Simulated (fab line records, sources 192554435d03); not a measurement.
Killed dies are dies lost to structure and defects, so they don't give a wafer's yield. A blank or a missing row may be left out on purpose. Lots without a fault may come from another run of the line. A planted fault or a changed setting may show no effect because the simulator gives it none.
fab line records | flow n5_finfet
record lots=9 wafers=27 last_day=18
route steps=1938 shown ZERO_LAYER@19 PMOS_HMC_CHANNEL_EPI@57 FIN_SAQP@94 BEOL_M4@1111 PASSIVATION@1936
lots that met no fault: from a run of the same line without faults
start_h: hours from the record's first day to the start of the lot's first wafer shown | wait_h: hours since the lot's step before | " the same as in the row above | L1.1+2: a row that stands for several wafers | - no value, or no start given | * or withheld: withheld | < > ~ a bound
route shown NAME@n: a module of which the file shows steps, and the number in the route of the first | usual: mean/standard deviation of fault-free wafers | same: alike in all rows | chamber/n: place in a boat | sites: the reading at each site | _std_site: their standard deviation | _edge_site: outer sites' mean less inner sites' | radius_mm: how far each site lies from the wafer's centre | mask NAME#n: copy n | behind: the tool/chamber that last shaped the wafer | hold: why the lot was held/for how many hours/how that ended | device: the transistor (n, p or np) that didn't switch | end of line: the same wafers' tests at the end of the route | a step without rows: its recipe alone | killed: dies lost to structure and defects at the first sort, not the wafer's yield | map: a wafer's dies, x killed, . not, _ none there
set.NAME: the setting as run; set.NAME@STEP: as run at that earlier step | model.NAME: the simulator's own value behind a step, which no gauge read
steps of the route over a sample of lots; a table a step, a row a wafer
services: from which hour (start_h, from the record's first day; less than 0 if before it) a tool's chamber was out of use, for how many hours, and why
## steps
# step N5_ZERO_LAYER_INSPECT_20
# recipe inspect_instrument=darkfield mode=post_clean
# usual raw_defect_count=38/18
# columns lot.wafer tool chamber start_h wait_h raw_defect_count
L225.1 defect_inspect-02 - 25.28 0.0 27
L225.2 " - " " 48
L225.5 " - " " 50
L227.3 defect_inspect-02 - 37.54 0.0 20
L227.5 " - " " 23
L227.6 " - " " 22
L232.2 defect_inspect-02 - 67.38 0.0 33
L232.5 " - " " 60
L232.6 " - " " 59
L233.3 defect_inspect-02 - 73.38 0.0 38
L233.5 " - " " 66
L233.6 " - " " 53
L240.2 defect_inspect-02 - 115.38 0.0 37
L240.4 " - " " 38
L240.5 " - " " 24
L242.1 defect_inspect-01 - 127.58 0.0 41
L242.3 " - " " 36
L242.5 " - " " 71
L243.1 defect_inspect-01 - 133.63 0.0 16
L243.2 " - " " 42
L243.5 " - " " 24
L245.2 defect_inspect-01 - 145.37 0.0 34
L245.4 " - " " 58
L245.6 " - " " 66
L246.2 defect_inspect-02 - 151.27 0.0 39
L246.3 " - " " 17
L246.6 " - " " 33
# step N5_PMOS_HMC_CHANNEL_EPI_HM_DEP_34
# recipe material=SiO2 target_thk_a=360 temp_c=400 precursor=TEOS/O2 pressure_torr=6.5 rf_w=900 teos_flow_sccm=161.4 gas=O2 flow_sccm=2650 time_s=6.9
# usual heater_power_w=529/87 rf_fwd_power_W=886/4.9 showerhead_plenum_p_Torr=8.33/0.04 throttle_valve_pct=18.9/0.95
# columns lot.wafer tool chamber start_h wait_h heater_power_w rf_fwd_power_W showerhead_plenum_p_Torr throttle_valve_pct
L225.1 pecvd-03 1 28.83 0.0 536 884 8.40 19.6
L225.2 " 0 " " 584 889 8.32 18.8
L225.5 " 0 " " 599 891 8.32 18.8
L227.3 pecvd-01 0 41.03 0.0 403 896 8.35 20.3
L227.5 " 0 " " 399 895 8.33 20.4
L227.6 " 2 " " 501 883 8.34 18.1
L232.2 pecvd-02 0 71.00 0.0 515 881 8.36 18.0
L232.5 " 0 " " 509 883 8.38 18.1
L232.6 " 2 " " 434 892 8.31 17.7
L233.3 pecvd-03 2 76.71 0.0 656 891 8.36 17.5
L233.5 " 0 " " 601 886 8.32 19.0
L233.6 " 1 " " 535 882 8.41 19.2
L240.2 pecvd-01 1 118.80 0.0 414 892 8.34 18.6
L240.4 " 1 " " 398 890 8.34 18.7
L240.5 " 2 " " 439 884 8.32 18.4
L242.1 pecvd-02 0 131.50 0.0 484 870 8.37 17.9
L242.3 " 1 " " 717 887 8.25 20.4
L242.5 " 2 " " 483 887 8.29 18.2
L243.1 pecvd-02 0 136.96 0.0 517 880 8.35 17.9
L243.2 " 2 " " 455 889 8.28 18.0
L243.5 " 0 " " 535 882 8.35 17.9
L245.2 pecvd-02 2 148.92 0.0 512 891 8.28 18.1
L245.4 " 2 " " 510 891 8.27 18.0
L245.6 " 1 " " 597 887 8.26 20.3
L246.2 pecvd-02 1 154.90 0.0 561 879 8.22 20.4
L246.3 " 2 " " 511 890 8.29 18.2
L246.6 " 1 " " 574 883 8.26 20.7
# step N5_PMOS_HMC_CHANNEL_EPI_FIN_RECESS_16
# recipe chemistry=HBr/Cl2 target=Si mask_material=SiO2 target_depth_a=540 time_s=18 pressure_mtorr=10 icp_w=800 bias_w=75 HBr_flow_sccm=150 Cl2_flow_sccm=80
# usual HBr_flow_sccm=150.0/0.45 chamber_pressure_mTorr=10.000/0.0097 drypump_motor_current_A=5.9/0.55 oes_product_au=1.003/0.017 rf_fwd_power_W=795.7/2.5 throttle_valve_pct=35.3/0.42
# columns lot.wafer tool chamber start_h wait_h HBr_flow_sccm chamber_pressure_mTorr drypump_motor_current_A oes_product_au rf_fwd_power_W rf_hours_counter_h throttle_valve_pct
L225.1 rie_si-05 0 29.96 0.0 149.9 9.991 6.7 1.030 800.0 13 34.8
L225.2 " 3 " " 149.4 10.010 5.5 0.995 794.8 111 35.8
L225.5 " 0 " " 150.0 9.983 6.7 1.028 799.6 - 34.8
L227.3 rie_si-01 3 41.85 0.0 149.5 9.992 6.6 1.009 794.9 159 35.0
L227.5 " 2 " " 149.5 10.003 5.5 1.006 792.9 - 34.5
L227.6 " 1 " " 149.2 9.992 5.8 0.964 792.7 - 35.3
L232.2 rie_si-01 0 72.15 0.0 150.2 10.022 5.6 1.019 798.7 123 35.6
L232.5 " 1 " " 149.7 10.006 5.8 0.970 797.9 - 35.3
L232.6 " 2 " " 149.5 10.004 5.5 0.782 794.8 - 34.8
L233.3 rie_si-01 1 77.66 0.0 150.2 10.004 5.8 0.754 797.2 190 35.6
L233.5 " 3 " " 150.1 9.998 6.5 1.013 793.4 - 35.0
L233.6 " 2 " " 150.5 10.013 5.5 0.783 799.0 - 34.8
L240.2 rie_si-05 3 119.98 0.0 150.3 9.982 5.5 0.988 794.5 113 35.8
L240.4 " 2 " " 149.0 9.996 6.8 0.992 797.2 170 35.3
L240.5 " 1 " " 150.3 9.980 5.6 1.003 794.3 - 34.9
L242.1 rie_si-05 2 132.60 0.0 149.6 9.978 6.8 0.997 793.4 170 35.3
L242.3 " 0 " " 150.0 9.999 6.7 1.028 794.6 14 34.8
L242.5 " 3 " " 150.1 10.009 5.5 0.987 792.8 - 35.8
L243.1 rie_si-06 2 138.29 0.0 150.5 10.000 5.9 1.004 796.9 148 35.7
L243.2 " 0 " " 149.9 9.993 5.7 0.987 796.8 162 35.4
L243.5 " 2 " " 149.7 10.013 5.9 0.993 795.3 - 35.7
L245.2 rie_si-06 2 149.87 0.0 150.2 10.014 5.9 1.001 797.2 148 35.7
L245.4 " 1 " " 149.8 9.985 4.9 1.014 795.6 173 35.7
L245.6 " 2 " " 150.7 10.006 5.9 1.002 798.6 - 35.7
L246.2 rie_si-01 0 155.73 0.0 150.4 9.993 5.7 1.021 799.8 124 35.6
L246.3 " 3 " " 150.3 10.012 6.6 1.027 795.9 161 35.0
L246.6 " 3 " " 150.6 10.009 6.5 1.014 794.8 - 35.0
# step N5_PMOS_HMC_CHANNEL_EPI_THK_MEAS_22
# recipe reads=SiGe30_of_PMOS_HMC_CHANNEL_EPI_EPI_20
# usual HMC_CMP_THK=53.8/0.89
# columns lot.wafer tool chamber start_h wait_h HMC_CMP_THK[nm]
L225.1 film_metro-01 - 32.16 - 54.9
L225.2 " - " " 53.4
L225.5 " - " " 54.8
L227.3 film_metro-01 - 43.66 - 54.5
L227.5 " - " " 53.5
L227.6 " - " " 52.4
L232.2 film_metro-02 - 73.96 - 54.4
L232.5 " - " " 53.0
L232.6 " - " " 32.6
L233.3 film_metro-02 - 79.91 - 32.3
L233.5 " - " " 55.2
L233.6 " - " " 32.8
L240.2 film_metro-01 - 121.79 - 52.6
L240.4 " - " " 53.7
L240.5 " - " " 54.6
L242.1 film_metro-02 - 134.42 0.2 54.0
L242.3 " - " " 53.8
L242.5 " - " " 52.7
L243.1 film_metro-01 - 141.02 - 53.1
L243.2 " - " " 51.7
L243.5 " - " " 52.8
L245.2 film_metro-01 - 152.72 - 53.1
L245.4 " - " " 54.6
L245.6 " - " " 53.8
L246.2 film_metro-02 - 157.53 - 54.6
L246.3 " - " " 55.4
L246.6 " - " " 55.0
# step N5_FIN_SAQP_ALD_61
# recipe material=SiO2 target_thk_a=40 temp_c=300 ald_precursor_family=BDEAS ald_co_reactant=O2-plasma pulse_time_s=1 purge_time_s=2 co_reactant_purge_time_s=2 ald_cycles=43 pressure_torr=2
# usual heater_power_w=469/40 precursor_pulse_height_rel=0.998/0.022
# columns lot.wafer tool chamber start_h wait_h heater_power_w precursor_pulse_height_rel
L225.1 ald_sin-02 0 33.07 0.2 387 1.026
L225.2 " 3 " " 445 1.014
L225.5 " 0 " " 378 1.010
L227.3 ald_sin-03 3 44.49 0.3 456 1.028
L227.5 " 2 " " 501 0.967
L227.6 " 1 " " 512 1.002
L232.2 ald_sin-01 3 74.61 0.0 516 1.000
L232.5 " 0 " " 493 1.020
L232.6 " 1 " " 432 0.999
L233.3 ald_sin-01 1 82.26 1.6 436 0.977
L233.5 " 2 " " 475 1.005
L233.6 " 1 " " 426 0.953
L240.2 ald_sin-03 2 122.50 0.0 546 1.028
L240.4 " 3 " " 441 0.978
L240.5 " 2 " " 531 0.996
L242.1 ald_sin-01 3 135.12 0.0 530 0.972
L242.3 " 2 " " 467 0.974
L242.5 " 1 " " 444 1.000
L243.1 ald_sin-03 0 141.64 0.0 403 1.042
L243.2 " 3 " " 432 1.029
L243.5 " 2 " " 534 0.970
L245.2 ald_sin-03 2 153.39 0.0 540 0.987
L245.4 " 0 " " 420 0.997
L245.6 " 1 " " 499 0.966
L246.2 ald_sin-03 2 158.24 0.0 538 1.055
L246.3 " 0 " " 404 0.945
L246.6 " 1 " " 508 0.976
# step N5_BEOL_M4_RC_MEAS_101
# usual CJ_P=5.80/0.19 DIBL_N=36.0/1.6 DIBL_P=36.1/2 IOFF_N=0.160/0.029 IOFF_P=0.21/0.039 ION_N=675/13 ION_P=464/8.8 SS_N=71.5/0.58 SS_P=73.3/0.65 VT_N=250/3.3 VT_P=-249/3.6 VT_P_LONG=-274.4/2.8 VT_P_LVT=-98.0/2.9
# columns lot.wafer tool chamber start_h wait_h CJ_P DIBL_N[mV/V] DIBL_P[mV/V] IOFF_N[nA/um] IOFF_P[nA/um] ION_N[uA/um] ION_P[uA/um] SS_N[mV/dec] SS_P[mV/dec] VT_N[mV] VT_P[mV] VT_P_LONG[mV] VT_P_LVT[mV]
L225.1 prober-01 0 175.16 0.0 5.32 34.1 34.5 0.128 0.17 666 456 72.0 72.5 252 -252 -276.7 -99.4
L225.2 " 0 " " 5.89 36.9 37.5 0.173 0.22 693 473 71.0 73.4 248 -248 -275.4 -95.2
L225.5 " 0 " " 5.43 33.7 33.5 0.118 0.15 665 452 71.2 72.2 255 -255 -274.4 -100.8
L227.3 prober-02 0 191.35 0.3 5.50 33.7 35.3 0.146 0.19 678 463 71.2 73.1 250 -252 -272.8 -99.7
L227.5 " 0 " " 5.74 32.2 33.5 0.118 0.17 675 466 70.8 72.7 253 -250 -271.9 -100.3
L227.6 " 0 " " 6.07 35.7 37.8 0.175 0.23 678 463 70.7 73.7 247 -249 -277.5 -98.0
L232.2 prober-02 0 220.17 0.2 5.54 35.8 35.5 0.150 0.20 677 467 71.9 73.4 249 -253 -276.9 -100.5
L232.5 " 0 " " 6.04 37.9 37.8 0.186 0.24 688 472 72.2 73.6 245 -248 -275.8 -97.5
L232.6 " 0 " " 6.39 38.2 38.1 0.192 0.17 688 366 71.8 73.9 245 -258 -286.2 -107.4
L233.3 prober-02 0 234.71 0.3 6.31 36.3 37.4 0.166 0.17 679 362 72.5 72.8 248 -256 -285.1 -107.5
L233.5 " 0 " " 5.59 36.4 37.4 0.165 0.25 678 471 72.9 73.8 249 -243 -270.5 -97.2
L233.6 " 0 " " 6.34 37.7 39.1 0.180 0.19 672 365 72.1 73.5 248 -257 -282.6 -106.7
L240.2 prober-01 0 268.24 0.2 5.94 37.1 38.1 0.203 0.22 685 463 71.5 73.6 245 -248 -275.4 -97.7
L240.4 " 0 " " 5.91 35.7 36.5 0.154 0.20 661 463 71.4 73.8 248 -248 -278.2 -98.3
L240.5 " 0 " " 5.67 34.8 35.1 0.144 0.18 670 455 70.7 72.9 250 -253 -275.5 -100.5
L242.1 prober-01 0 297.94 0.0 5.75 34.8 34.0 0.146 0.17 687 463 70.9 72.3 247 -252 -276.0 -97.6
L242.3 " 0 " " 5.88 36.2 35.5 0.154 0.20 681 469 71.5 73.7 248 -250 -274.4 -96.4
L242.5 " 0 " " 6.06 36.8 35.9 0.174 0.21 699 468 71.2 73.0 247 -250 -274.8 -95.4
L243.1 prober-02 0 301.11 0.0 6.02 35.4 35.1 0.146 0.20 695 478 71.2 72.2 249 -251 -273.7 -96.4
L243.2 " 0 " " 6.03 36.8 36.5 0.159 0.22 675 466 71.7 73.2 251 -248 -270.9 -96.0
L243.5 " 0 " " 5.94 38.6 39.2 0.210 0.27 706 479 72.0 74.0 247 -247 -273.7 -93.8
L246.2 prober-01 0 302.01 0.2 5.81 37.1 39.3 0.192 0.30 682 472 70.9 74.7 245 -242 -271.8 -94.7
L246.3 " 0 " " 5.59 37.2 38.6 0.181 0.27 677 469 72.6 73.8 247 -246 -269.9 -96.2
L246.6 " 0 " " 5.65 38.8 40.2 0.234 0.31 687 468 72.1 74.1 244 -242 -270.5 -94.4
L245.2 prober-02 0 303.43 0.2 5.86 34.6 33.6 0.128 0.19 664 462 70.7 72.0 253 -247 -271.8 -100.6
L245.4 " 0 " " 5.65 35.0 35.3 0.139 0.21 657 458 71.5 72.9 253 -251 -273.0 -99.1
L245.6 " 0 " " 5.74 37.1 37.7 0.180 0.25 682 465 71.9 74.1 247 -247 -272.3 -96.8
# step N5_PASSIVATION_PROBE_49
# usual defect_limited_yield=91.0/1.3 killed_at_M0_to_M3=36/9.5 killed_at_M4_up=14/5.6 killed_at_contacts=12/6.4 killed_at_front_end=40/10 killed_at_other=3.2/3 killed_dies=107/15 killed_open=69/12 killed_short=35/7.7 sort_bin_5_function=5.3/0.91 sort_bin_6_memory=3.3/0.65 sort_bin_8_speed=0.00/0.012 sort_n_pass=1073/15 sort_yield_pct=91.0/1.3
# same gross_dies=1180 killed_at_back_side=0 sort_bin_4_leakage[%]=0
# columns lot.wafer tool chamber start_h wait_h defect_limited_yield[%] killed_at_M0_to_M3 killed_at_M4_up killed_at_contacts killed_at_front_end killed_at_other killed_dies killed_open killed_short sort_bin_5_function[%] sort_bin_6_memory[%] sort_bin_8_speed[%] sort_n_pass sort_yield_pct[%]
L232.2 prober-02 - 333.02 0.6 90.3 41 20 16 35 2 114 72 40 5.3 4.0 0 1066 90.3
L232.5 prober-02 - 333.17 0.7 91.6 29 17 20 32 1 99 65 32 4.7 3.1 0 1081 91.6
L232.6 prober-02 - 333.22 0.8 90.1 49 11 21 35 1 117 80 36 6.7 3.1 90.08 0 0
L233.3 prober-01 - 346.37 0.1 92.0 22 19 10 38 5 94 60 30 4.7 2.6 92.03 0 0
L233.5 prober-01 - 346.47 0.2 92.0 24 13 10 43 4 94 55 34 4.7 2.7 0 1086 92.0
L233.6 prober-01 - 346.52 0.3 91.2 25 13 15 45 6 104 68 32 4.8 3.6 91.19 0 0
# killed by level:class
L232.2 MOL_CONTACT_COAG:geometric_particle:open=12 BEOL_M0_SAQP:geometric_particle:open=10 FIN_SAQP:geometric_particle:open=8 BEOL_M0_SAQP:geometric_particle:short=7 BEOL_M1:geometric_particle:open=7 FIN_SAQP:geometric_particle:short=6 BEOL_M2:geometric_particle:open=6 BEOL_M3:geometric_particle:open=6
L232.5 MOL_CONTACT_COAG:geometric_particle:open=19 BEOL_M3:geometric_particle:open=9 FIN_SAQP:geometric_particle:short=7 FIN_SAQP:geometric_particle:open=5 BEOL_M0_SAQP:geometric_particle:short=5 BEOL_M0_SAQP:geometric_particle:open=4 BEOL_M1:geometric_particle:open=4 BEOL_M2:geometric_particle:open=4
L232.6 MOL_CONTACT_COAG:geometric_particle:open=16 BEOL_M0_SAQP:geometric_particle:open=11 BEOL_M1:geometric_particle:open=10 STI_FIN_REVEAL:geometric_particle:open=9 BEOL_M2:geometric_particle:open=9 BEOL_M0_SAQP:geometric_particle:short=6 GATE_CUT:geometric_particle:short=5 MOL_CONTACT_COAG:geometric_particle:short=5
L233.3 BEOL_M4:geometric_particle:open=9 MOL_CONTACT_COAG:geometric_particle:open=7 BEOL_M0_SAQP:geometric_particle:open=7 FIN_SAQP:geometric_particle:short=6 STI_FIN_REVEAL:geometric_particle:open=5 FIN_SAQP:geometric_particle:open=4 GATE_CUT:geometric_particle:short=4 BEOL_M0_SAQP:geometric_particle:short=4
L233.5 FIN_SAQP:geometric_particle:open=9 BEOL_M4:geometric_particle:open=8 BEOL_M0:geometric_particle:open=7 GATE_CUT:geometric_particle:short=5 MOL_CONTACT_COAG:geometric_particle:open=5 MOL_CONTACT_COAG:geometric_particle:short=5 STARTING-WAFER:geometric_particle:open=5 FIN_SAQP:geometric_particle:short=4
L233.6 MOL_CONTACT_COAG:geometric_particle:open=13 STI_FIN_REVEAL:geometric_particle:open=10 BEOL_M1:geometric_particle:open=8 FIN_SAQP:geometric_particle:open=5 FIN_SAQP:geometric_particle:short=5 BEOL_M0_SAQP:geometric_particle:short=5 GATE_CUT:geometric_particle:short=5 BEOL_M2:geometric_particle:open=5
## services
# columns tool chamber start_h hours kind
ald_sin-01 0 10.37 17.7 repair
ald_sin-01 1 21.91 2.8 repair
rie_si-06 0 24.35 7.6 repair
ald_sin-03 - 28.32 2.6 repair
ald_sin-03 0 33.00 12.5 repair
ald_sin-02 3 36.99 8.6 repair
pecvd-02 - 44.26 14.6 pm
ald_sin-01 1 47.80 2.6 repair
ald_sin-01 0 48.63 11.0 repair
pecvd-01 - 50.57 2.8 pm
ald_sin-03 2 65.32 6.0 repair
ald_sin-03 - 85.89 14.0 pm
ald_sin-03 0 85.89 14.0 vent_cycle
ald_sin-03 1 85.89 14.0 vent_cycle
ald_sin-03 2 85.89 14.0 vent_cycle
ald_sin-03 3 85.89 14.0 vent_cycle
pecvd-02 1 87.19 5.5 scheduled_down
ald_sin-01 - 95.73 5.5 repair
ald_sin-03 0 99.89 - clean
pecvd-02 - 104.26 1.2 repair
rie_si-06 0 108.51 9.8 repair
pecvd-01 - 114.27 1.3 repair
rie_si-05 0 115.69 2.7 repair
rie_si-01 0 141.74 4.9 repair
## key
first_sign step=N5_PMOS_HMC_CHANNEL_EPI_FIN_RECESS_16 reading=oes_product_au direction=down sigmas=13 usual=1.003 struck=0.773
effect step=N5_PMOS_HMC_CHANNEL_EPI_THK_MEAS_22 reading=HMC_CMP_THK direction=down sigmas=24 usual=53.8 struck=32.6
effect step=N5_BEOL_M4_RC_MEAS_101 reading=ION_P direction=down sigmas=11 usual=464 struck=364
effect step=N5_BEOL_M4_RC_MEAS_101 reading=VT_P_LONG direction=down sigmas=3.7 usual=-274.4 struck=-284.6
effect step=N5_BEOL_M4_RC_MEAS_101 reading=VT_P_LVT direction=down sigmas=3.2 usual=-98.0 struck=-107.2
effect step=N5_BEOL_M4_RC_MEAS_101 reading=CJ_P direction=up sigmas=2.8 usual=5.80 struck=6.34
effect step=N5_BEOL_M4_RC_MEAS_101 reading=VT_P direction=down sigmas=2.1 usual=-249 struck=-257
effect step=N5_PASSIVATION_PROBE_49 reading=sort_bin_8_speed direction=up sigmas=99+ usual=0.00 struck=91.10
met_at N5_PMOS_HMC_CHANNEL_EPI_FIN_RECESS_16
struck_lots L232,L233
struck_wafers L232.6,L233.3,L233.6
not_acting_at N5_ZERO_LAYER_INSPECT_20,N5_PMOS_HMC_CHANNEL_EPI_HM_DEP_34,N5_FIN_SAQP_ALD_61
onset_between 41.85 72.15
fault kind=process_parameter_drift tool=rie_si-01 chamber=- onset_h=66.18 steps=N5_PMOS_HMC_CHANNEL_EPI_FIN_RECESS_16 channel=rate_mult offset=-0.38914 shape=step end_h=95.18 scope=struck_wafers_only
